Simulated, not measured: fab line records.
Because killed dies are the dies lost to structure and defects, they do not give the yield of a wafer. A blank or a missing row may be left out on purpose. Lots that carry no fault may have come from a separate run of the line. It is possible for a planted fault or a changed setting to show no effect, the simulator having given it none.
Struck lot and sound lot, side by side ; flow n5-finfet ; 15 steps out of a route of 1938
Sound: these wafers, L503.1, L503.3, L503.5. Struck: wafer L506.4 (L506.2, L506.3, from the same lot, were not struck and are left out); the cause is given at the end.
For every step that has rows: the tool of each side, followed by ch and its chambers, followed by its first start. Under that, the readings that differ: sound wafers ; struck wafers ; difference of the means ; sigmas: that difference in standard deviations of wafers without a fault.
alike: readings whose means differ by less than 2 such deviations, and words and numbers that are the same on both sides. not compared: withheld readings, readings that some wafer has no value for, bounds like >300 that may hide the same value, and numbers for which the record gives no deviation and whose values overlap.
Wherever a step has rows on one side only, a row that says differs or no value, or a row with sigmas, the two part there. Non-overlapping numbers with no deviation appear without sigmas and do not part them. A reading missing from all wafers of one side parts the sides only when that side holds two or more wafers.

N5_BEOL_M8_STRIP_80: strips in N2/H2, time 10 s.
  sound: rie-diel-01 ch 0,3; struck: rie-diel-06 ch 1
  alike: drypump-motor-current-A, oes-product-au, rf-vpp-V, showerhead-plenum-p-Torr, throttle-valve-pct
  not compared: rf-hours-counter-h
N5_BEOL_M8_OCD_MEAS_38:
  struck on ocd-02, day 11 20:22; sound on ocd-02, day 10 13:43
  alike: trench-depth-nm
then, 4 steps without rows for these wafers: N5_BEOL_M8_HM_STRIP_39 (strips TiN in peroxide tin strip, target depth 25 nm, time 158 s); N5_BEOL_M8_SRD_40 (time 30 s); N5_BEOL_M8_PRECLEAN_42 (cleans in residue remover, time 60 s); N5_BEOL_M8_SRD_43 (time 30 s).
N5_BEOL_M8_CD_MEAS_35 targets a cd of 40 nm.
  struck on cd-sem-03, day 11 20:31; sound on cd-sem-03, day 10 13:53
  alike: cd-nm
then, 1 step without rows for these wafers: N5_BEOL_M8_CURE_75 (cures SiCOH lowk, time 120 s).
N5_BEOL_M8_DEGAS_44: time 60 s.
  struck on pvd-sputter-03, day 11 21:13; sound on pvd-sputter-03, day 10 14:17
  alike: heater-power-w
then, 1 step without rows for these wafers: N5_BEOL_M8_PRE_CLEAN_45 (time 30 s).
N5_BEOL_M8_ALD_77: deposits TaN, target thk 2 nm, pulse time 2 s, purge time 3 s.
  sound on ald-metal-02 ch 0,1, day 10 14:23; struck on ald-metal-02 ch 1, day 11 21:19
  alike: chamber-pressure-Torr, heater-power-w, precursor-vessel-pressure-torr
N5_BEOL_M8_SURFACE_TREAT_79:
  struck on pvd-sputter-02, day 11 21:38; sound on pvd-sputter-03, day 10 14:53
  not compared: throttle-valve-pct
N5_BEOL_M8_CVD_78: deposits Co from CCTBA/H2, target thk 2 nm, time 142.3 s.
  sound on cvd-co-01 ch 0,2, day 10 14:58; struck on cvd-co-01 ch 2, day 11 21:44
reading;sound;struck;difference;sigmas
chamber-pressure-Torr (Torr);29.98 29.96 29.99;30.16;+0.18;+3
run-length-s (s);164.8 165.1 165.3;76.6;-88.5;-99 or more
N5_BEOL_M8_SPUTTER_48: material Cu, target thk 10 nm, time 1.667 s.
  struck on pvd-sputter-03, day 11 21:56; sound on pvd-sputter-03, day 10 15:07
reading;sound;struck;difference;sigmas
chamber-pressure-pa (Pa);0.12943 0.13013 0.12971;0.13033;+0.00057;+2
  alike: cathode-dc-power-W, substrate-temp-c, throttle-valve-pct
-- a jump in the record: the struck wafers' starts before and after are 3 days apart (it breaks off in module BEOL_M8 and resumes in module PASSIVATION, where the first step shown is number 1936 of the route) --
N5_PASSIVATION_PROBE_49:
  struck on prober-02, day 14 11:31; sound on prober-01, day 13 06:07
reading;sound;struck;difference;sigmas
killed_at_M0_to_M3;26 24 36;51;+22;+2
killed-at-contacts;24 21 26;3;-21;-3
killed-at-front-end;25 24 42;57;+27;+3
sort_bin_6_memory (%);2.9 2.5 3.6;4.5;+1.5;+2
  alike: defect-limited-yield, killed_at_M4_up, killed-at-other, killed-dies, killed-open, killed-short, sort_bin_5_function, sort-n-pass, sort-yield-pct

## WHERE THEY PART
At N5_BEOL_M8_CVD_78 first; at N5_PASSIVATION_PROBE_49 last (within this record only).

WHY: the cause the simulator had injected
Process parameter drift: cvd-co-01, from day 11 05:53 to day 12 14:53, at N5_BEOL_M8_CVD_78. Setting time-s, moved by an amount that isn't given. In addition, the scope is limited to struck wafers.
